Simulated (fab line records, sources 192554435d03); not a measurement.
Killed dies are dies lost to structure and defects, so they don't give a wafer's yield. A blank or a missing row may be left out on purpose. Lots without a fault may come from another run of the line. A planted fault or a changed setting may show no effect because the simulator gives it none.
Which tool did it? | flow n5_finfet | 21 lots, 63 wafers sampled, at 1 step of a route of 1938

WHAT THE GAUGES READ, wafer by wafer
N5_MOL_CONTACT_COAG_INSPECT_57: inspects for defects (brightfield).
lot  | measured     | on                | raw_defect_count
L074 | day 5 05:58  | defect_inspect-02 | 176 199 179
L075 | day 5 11:43  | defect_inspect-01 | 275 257 231
L076 | day 5 18:09  | defect_inspect-02 | 271 298 288
L077 | day 5 20:47  | defect_inspect-01 | 124 157 177
L078 | day 6 00:10  | defect_inspect-01 | 133 93 131
L079 | day 6 10:02  | defect_inspect-02 | 361 170 192
L080 | day 6 13:49  | defect_inspect-02 | 199 191 194
L081 | day 7 00:59  | defect_inspect-02 | 151 169 171
L082 | day 7 06:29  | defect_inspect-01 | 331 287 296
L083 | day 7 14:47  | defect_inspect-02 | 120 138 257
L085 | day 7 22:14  | defect_inspect-02 | 169 169 179
L086 | day 8 06:24  | defect_inspect-01 | 187 174 248
L088 | day 8 13:51  | defect_inspect-01 | 150 131 70
L089 | day 9 02:53  | defect_inspect-01 | 199 160 176
L090 | day 9 03:04  | defect_inspect-02 | 205 212 181
L091 | day 9 08:26  | defect_inspect-02 | 156 171 228
L092 | day 9 17:11  | defect_inspect-01 | 157 172 182
L093 | day 10 00:03 | defect_inspect-01 | 329 145 187
L094 | day 10 02:25 | defect_inspect-01 | 159 164 213
L095 | day 10 06:34 | defect_inspect-01 | 184 111 219
L096 | day 10 16:43 | defect_inspect-01 | 195 136 132

WHICH TOOL RAN EACH LOT (tool, then ch and the chambers of the sampled wafers, then the start)
The record holds no process step before these readings.

WHAT THE TOOLS THEMSELVES READ (means of the sampled wafers that have a number; where no wafer has one, the mark that the record gives instead)
The record holds no such reading with a usual standard deviation.

THE ANSWER, worked out from the rows above alone
Rule: what is usual is taken from the lots themselves. Put in order of their means at a reading, lots are off if they are a third of the lots or fewer, leave a main group of 4 or more, and stand apart from it by a gap of 3 or more times the standard deviation of the main group's means; of several such gaps the widest counts. A main group whose means are all the same, to the digits that the tables above print for the reading, isn't used. A lot without any number at a reading at which 4 lots or more have one is off too. The other lots that the step has rows for count as sound. The gauges are gone through in route order, then the tools' own readings, and for those a lot's mean is taken as printed above. The first step at which some lot is off is used, and at that step the reading that is off furthest; a lot without a number counts as furthest.
No lot is off at any reading shown: from this, nothing can be told.

WHAT THE SIMULATOR HAD PUT IN
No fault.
